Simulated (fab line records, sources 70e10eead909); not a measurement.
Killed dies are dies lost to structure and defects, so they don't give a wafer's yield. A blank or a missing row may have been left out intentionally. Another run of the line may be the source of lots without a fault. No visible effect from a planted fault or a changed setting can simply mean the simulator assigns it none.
fab line records | flow nandHarc | part 2 of 2: steps 23 to 35 of 35
record: lots: 5 wafers: 15 lastDay: 31
route steps=1302 shown A_STAIRCASE@829
lots that met no fault: from a run of the same line without faults
startH: the number of hours between the record's first day and the start of the first shown wafer of the lot | waitH: how many hours have passed since the lot's step before this one | " the same as in the row above | L1.1+2: a row that stands for several wafers | - no value, or no start given | * or withheld: withheld | < > ~ a bound
route shown NAME@n: a module of which the file shows steps, and the number in the route of the first | usual: mean and standard deviation over wafers with no fault | same: alike in all rows | chamber/n: place in a boat | sites: each site's reading | _std_site: how widely they spread, as a standard deviation | _edge_site: outer sites' mean less inner sites' | radiusMm: how far each site lies from the wafer's centre | mask NAME#n: copy n | behind: the tool/chamber that last shaped the wafer | hold: the reason the lot was held/the length of the hold in hours/how it ended | device: the n, p or np transistor that did not switch | end of line: the same wafers' tests at the end of the route | for a step that has no rows: nothing shown but its recipe | killed: the dies lost at the first sort to structure and to defects; this is not the yield of the wafer | map: the dies of a wafer, with x for killed, . for not killed, _ for no die there
set.NAME: the setting as run; set.NAME@STEP: as run at that earlier step | model.NAME: the simulator's own value behind a step, which no gauge read
lots at selected steps of the route; one table per step, one row per wafer
services: when a tool's chamber went out of use (startH, in hours from the record's first day, below 0 if earlier), for how many hours, and the reason
== steps ==
step: NHARC_A_STAIRCASE_DEP_322
recipe: targetThkA: 72000 tempC: 400 targetThkNm: 7200 teosFlowSccm: 200 rfW: 500 material: SiO2
usual: heaterPowerW: 681/98
columns lot.wafer tool chamber startH waitH heaterPowerW
L080.2 pecvd-02 1 477.57 0.1 861
L080.3 " 2 " " 767
L080.5 " 1 " " 691
L090.2 pecvd-02 2 562.71 0.1 769
L090.1 " 1 " " 792
L090.4 " 2 " " 674
L089.3 pecvd-03 1 568.58 0.1 720
L089.1 " 2 " " 705
L089.6 " 1 " " 621
L088.3 pecvd-02 2 568.58 0.1 745
L088.1 " 0 " " 675
L088.2 " 1 " " 773
L093.3 pecvd-03 1 606.71 0.1 749
L093.5 " 1 " " 620
L093.4 " 0 " " 713
step: NHARC_A_STAIRCASE_ANNEAL_323
recipe: tempC: 750 timeS: 1800
usual: zonePowerBottomPct: 18.7/2.7
columns lot.wafer tool chamber startH waitH zonePowerBottomPct
L080.2 furnace-05 0 487.42 - 18.1
L080.3 " 0 " " 17.8
L080.5 " 0 " " 17.6
L090.1 furnace-06 0 568.15 5.1 16.9
L090.2 " 0 " " 17.2
L090.4 " 0 " " 17.2
L088.1 furnace-08 0 574.61 - 24.9
L088.2 " 0 " " 24.7
L088.3 " 0 " " 24.4
L089.1 furnace-08 0 574.61 - 25.0
L089.3 " 0 " " 24.7
L089.6 " 0 " " 24.5
L093.3 furnace-05 0 611.06 - 17.5
L093.4 " 0 " " 18.0
L093.5 " 0 " " 18.1
step: NHARC_A_STAIRCASE_DEP_325
recipe: targetThkA: 72000 tempC: 400 targetThkNm: 7200 teosFlowSccm: 200 rfW: 500 material: SiO2
usual: heaterPowerW: 678/97
columns lot.wafer tool chamber startH waitH heaterPowerW
L080.2 pecvd-04 1 490.84 0.1 686
L080.3 " 1 " " 640
L080.5 " 1 " " 641
L090.2 pecvd-04 2 571.64 0.2 513
L090.1 " 0 " " 765
L090.4 " 1 " " 632
L088.1 pecvd-02 1 578.01 0.1 788
L088.2 " 2 " " 817
L088.3 " 0 " " 643
L089.3 pecvd-03 1 578.04 0.1 752
L089.1 " 2 " " 816
L089.6 " 0 " " 717
L093.3 pecvd-04 2 614.44 0.1 516
L093.4 " 0 " " 626
L093.5 " 1 " " 635
step: NHARC_A_STAIRCASE_ANNEAL_326
recipe: tempC: 750 timeS: 1800
usual: zonePowerBottomPct: 20/3.4
columns lot.wafer tool chamber startH waitH zonePowerBottomPct
L080.2 furnace-05 0 498.37 7.4 18
L080.3 " 0 " " 18
L080.5 " 0 " " 18
L090.1 furnace-05 0 575.71 - 18
L090.2 " 0 " " 18
L090.4 " 0 " " 18
L088.1 furnace-05 0 583.41 - 18
L088.2 " 0 " " 17
L088.3 " 0 " " 18
L089.1 furnace-05 0 583.41 - 18
L089.3 " 0 " " 18
L089.6 " 0 " " 18
L093.3 furnace-08 0 620.70 - 25
L093.4 " 0 " " 24
L093.5 " 0 " " 25
step: NHARC_A_STAIRCASE_DEHYDRATE_433
recipe: tempC: 150 timeS: 120
usual: plateTempC: 149.97/0.12
columns lot.wafer tool chamber startH waitH plateTempC
L080.2 lithoTrack-07 0 501.72 0.1 149.78
L080.3 " 0 " " 149.83
L080.5 " 0 " " 149.89
L090.1 lithoTrack-07 0 579.14 0.1 150.10
L090.2 " 0 " " 149.83
L090.4 " 0 " " 149.89
L088.1 lithoTrack-02 0 586.77 0.1 150.02
L088.2 " 0 " " 150.17
L088.3 " 0 " " 149.92
L089.1 lithoTrack-03 0 586.78 0.1 149.76
L089.3 " 0 " " 149.93
L089.6 " 0 " " 149.86
L093.3 lithoTrack-02 0 624.03 0.1 149.74
L093.4 " 0 " " 149.96
L093.5 " 0 " " 149.96
step: NHARC_A_STAIRCASE_HMDS_434
recipe: timeS: 30
columns lot.wafer tool chamber startH waitH
L080.2+3+5 lithoTrack-07 0 - -
L090.1+2+4 lithoTrack-07 0 - -
L088.1+2+3 lithoTrack-02 0 - -
L089.1+3+6 lithoTrack-03 0 - -
L093.3+4+5 lithoTrack-02 0 - -
step: NHARC_A_STAIRCASE_COAT_435
recipe: spinRpm: 1200
columns lot.wafer tool chamber startH waitH
L080.2+3+5 lithoTrack-07 0 - -
L090.1+2+4 lithoTrack-07 0 - -
L088.1+2+3 lithoTrack-02 0 - -
L089.1+3+6 lithoTrack-03 0 - -
L093.3+4+5 lithoTrack-02 0 - -
step: NHARC_A_STAIRCASE_SOFTBAKE_436
recipe: tempC: 135 timeS: 170
usual: plateTempC: 134.99/0.14
columns lot.wafer tool chamber startH waitH plateTempC
L080.2 lithoTrack-07 0 - - 135.06
L080.3 " 0 " " 135.07
L080.5 " 0 " " 135.11
L090.1 lithoTrack-07 0 - - 135.08
L090.2 " 0 " " 135.04
L090.4 " 0 " " 135.42
L088.1 lithoTrack-02 0 - - 134.75
L088.2 " 0 " " 135.23
L088.3 " 0 " " 134.94
L089.1 lithoTrack-03 0 - - 135.01
L089.3 " 0 " " 134.85
L089.6 " 0 " " 134.81
L093.3 lithoTrack-02 0 - - 134.90
L093.4 " 0 " " 135.14
L093.5 " 0 " " 135.00
step: NHARC_A_STAIRCASE_EBR_437
columns lot.wafer tool chamber startH waitH
L080.2+3+5 lithoTrack-07 0 - -
L090.1+2+4 lithoTrack-07 0 - -
L088.1+2+3 lithoTrack-02 0 - -
L089.1+3+6 lithoTrack-03 0 - -
L093.3+4+5 lithoTrack-02 0 - -
step: NHARC_A_STAIRCASE_EXPOSE_438
recipe: na: 0.5 doseMj: 28.97 maskId: STAIR_REV
usual: focusOffsetNm: 0.1/0.48
columns lot.wafer tool chamber startH waitH mask focusOffsetNm
L080.2 krfScanner-01 0 502.22 - STAIR_REV#0 0.2
L080.3 " 0 " " STAIR_REV#0 0.2
L080.5 " 0 " " STAIR_REV#0 0.2
L090.1 krfScanner-01 0 579.50 - STAIR_REV#0 -0.3
L090.2 " 0 " " STAIR_REV#0 -0.1
L090.4 " 0 " " STAIR_REV#0 0.0
L088.1 krfScanner-04 0 587.10 - STAIR_REV#0 0.2
L088.2 " 0 " " STAIR_REV#0 0.5
L088.3 " 0 " " STAIR_REV#0 0.4
L089.1 krfScanner-01 0 587.26 - STAIR_REV#0 -1.0
L089.3 " 0 " " STAIR_REV#0 -0.5
L089.6 " 0 " " STAIR_REV#0 0.5
L093.3 krfScanner-01 0 624.40 - STAIR_REV#0 0.4
L093.4 " 0 " " STAIR_REV#0 0.6
L093.5 " 0 " " STAIR_REV#0 0.4
step: NHARC_A_STAIRCASE_PEB_439
recipe: pebTempC: 115 pebTimeS: 130
usual: plateTempC: 114.97/0.13
columns lot.wafer tool chamber startH waitH plateTempC
L080.2 lithoTrack-07 0 502.28 0.1 115.00
L080.3 " 0 " " 114.77
L080.5 " 0 " " 114.90
L090.1 lithoTrack-07 0 579.56 0.1 115.11
L090.2 " 0 " " 115.03
L090.4 " 0 " " 114.71
L088.1 lithoTrack-02 0 587.17 0.1 114.78
L088.2 " 0 " " 114.74
L088.3 " 0 " " 114.67
L089.1 lithoTrack-03 0 587.33 0.1 115.02
L089.3 " 0 " " 115.03
L089.6 " 0 " " 115.10
L093.3 lithoTrack-02 0 624.46 0.1 115.06
L093.4 " 0 " " 115.02
L093.5 " 0 " " 114.86
step: NHARC_A_STAIRCASE_DEVELOP_440
recipe: timeS: 140
columns lot.wafer tool chamber startH waitH
L080.2+3+5 lithoTrack-07 0 - -
L090.1+2+4 lithoTrack-07 0 - -
L088.1+2+3 lithoTrack-02 0 - -
L089.1+3+6 lithoTrack-03 0 - -
L093.3+4+5 lithoTrack-02 0 - -
step: NHARC_A_STAIRCASE_HARDBAKE_442
recipe: tempC: 120 timeS: 140
columns lot.wafer tool chamber startH waitH
L080.2+3+5 lithoTrack-07 0 502.50 -
L090.1+2+4 lithoTrack-03 0 579.78 -
L088.1+2+3 lithoTrack-02 0 587.38 -
L089.1+3+6 lithoTrack-03 0 587.54 -
L093.3+4+5 lithoTrack-02 0 624.69 -
== services ==
columns tool chamber startH hours kind
wetH3po4-02 - 427.38 8.0 pm
rieDiel-10 1 432.20 13.8 repair
rieDiel-11 - 432.57 9.0 pm
pecvd-03 0 432.71 5.5 repair
pecvd-04 1 435.10 6.7 repair
krfScanner-01 - 436.95 0.5 repair
pecvd-02 0 439.53 10.7 repair
pecvd-03 2 445.72 9.5 repair
lithoTrack-03 - 450.00 7.0 pm
pecvd-04 - 450.56 13.0 pm
wetBench-01 - 453.65 8.0 pm
pecvd-02 1 467.95 3.5 repair
pecvd-04 0 488.03 3.7 repair
rieDiel-11 0 520.39 3.2 repair
pecvd-04 1 544.18 4.7 repair
pecvd-03 - 547.00 13.0 pm
lithoTrack-02 - 577.01 7.0 pm
wetBench-04 - 579.20 8.0 pm
rieDiel-05 - 585.43 9.0 pm
pecvd-02 - 589.00 13.0 pm
rieDiel-10 - 596.86 9.0 pm
pecvd-03 2 597.74 4.7 repair
lithoTrack-07 - 601.00 7.0 pm
rieDiel-11 - 609.89 9.0 pm
